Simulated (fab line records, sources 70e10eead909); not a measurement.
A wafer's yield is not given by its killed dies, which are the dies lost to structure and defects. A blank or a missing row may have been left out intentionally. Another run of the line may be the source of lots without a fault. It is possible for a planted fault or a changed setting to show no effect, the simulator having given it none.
Chamber matching    flow nand_harc    NHARC_A_CHANNEL_FILL_D2_CMP_10 on cmp-01 has 4 sister chambers
The step polishes, target thk 150 nm. 4 wafers are shown with their chamber, then 8 later ones without.

## WAFERS PAIRED WITH THEIR CHAMBERS
wafer   chamber  motor_current_A (A)
L082.3  0        13.9
L082.5  3        13.7
L086.6  1        15.9
L091.1  2        12.9

## WAFERS WHOSE CHAMBER IS MISSING
wafer   motor_current_A (A)
L091.5  14.1
L091.6  13.4
L092.2  13.6
L092.5  13.2
L092.6  14.7
L094.2  15.3
L094.5  13.7
L094.6  13.4

## CHAMBER TAKEN BY EACH
wafer   from the rows above           in truth
L091.5  can't be placed: 0 or 3       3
L091.6  can't be placed: 3 or 0 or 2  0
L092.2  can't be placed: 3 or 0 or 2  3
L092.5  can't be placed: 2 or 3 or 0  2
L092.6  can't be placed: 0 or 3 or 1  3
L094.2  can't be placed: 1 or 0       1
L094.5  can't be placed: 3 or 0 or 2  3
L094.6  can't be placed: 3 or 0 or 2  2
Correctly placed: 0 of 8. From these rows, 8 cannot be placed; in 8 the true chamber is one of the candidates. Placed wrongly: 0.
How it was worked out, from the rows above alone: a wafer's distance from a chamber is the root of the sum, over the readings, of the square of ((its reading less the chamber's mean) divided by the reading's scatter). If the next closest chamber is less than 2 further off than the closest, the wafer can't be placed; otherwise it belongs to the closest. A chamber's mean is the mean of its shown wafers. The scatter (one wafer shown for each chamber): square how far every hidden wafer sits from the nearest shown wafer, average those squares and take the square root.
